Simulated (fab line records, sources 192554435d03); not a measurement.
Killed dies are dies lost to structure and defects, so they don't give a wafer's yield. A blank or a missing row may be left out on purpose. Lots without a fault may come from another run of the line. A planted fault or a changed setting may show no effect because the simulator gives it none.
Chamber matching | flow n5_finfet | N5_BEOL_M4_ALD_84 on ald_metal-03: 4 sister chambers
The step deposits TaN, pulse time 2 s, purge time 3 s, co reactant purge time 2 s. 14 wafers are shown with their chamber, then 7 later ones without.

WAFERS WITH THEIR CHAMBER
wafer  | chamber | heater_power_w (W)
L076.1 | 1       | 407
L076.2 | 0       | 387
L076.5 | 3       | 385
L077.1 | 2       | 449
L077.3 | 0       | 382
L077.5 | 1       | 397
L082.2 | 0       | 382
L082.3 | 2       | 444
L082.5 | 1       | 385
L083.1 | 1       | 393
L083.5 | 1       | 394
L083.6 | 0       | 386
L087.3 | 3       | 379
L087.5 | 2       | 443

SIGNATURES (means of the wafers above)
reading        | chamber 0 | chamber 1 | chamber 2 | chamber 3 | scatter within a chamber
heater_power_w | 384.25    | 395.20    | 445.33    | 382.00    | 5.59
Rule: a wafer's distance from a chamber is the root of the sum, over the readings, of the square of ((its reading less the chamber's mean) divided by the reading's scatter). The wafer belongs to the nearest chamber; if the next one is less than 2 further off, it can't be placed. The scatter: the root of (the sum of the squares of (reading less its chamber's mean) over the shown wafers, divided by (wafers less chambers)).

WAFERS WITHOUT THEIR CHAMBER
wafer  | heater_power_w (W)
L087.6 | 390
L092.2 | 448
L092.5 | 378
L092.6 | 406
L094.1 | 451
L094.5 | 391
L094.6 | 382

WHICH CHAMBER EACH WENT THROUGH
wafer  | from the rows above          | in truth
L087.6 | can't be placed: 1 or 0 or 3 | 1
L092.2 | 2                            | 2
L092.5 | can't be placed: 3 or 0      | 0
L092.6 | can't be placed: 1 or 0      | 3
L094.1 | 2                            | 2
L094.5 | can't be placed: 1 or 0 or 3 | 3
L094.6 | can't be placed: 3 or 0      | 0
Placed correctly: 2 of 7. Can't be placed from these rows: 5 (the true chamber is among the candidates in 4). Placed wrongly: 0.
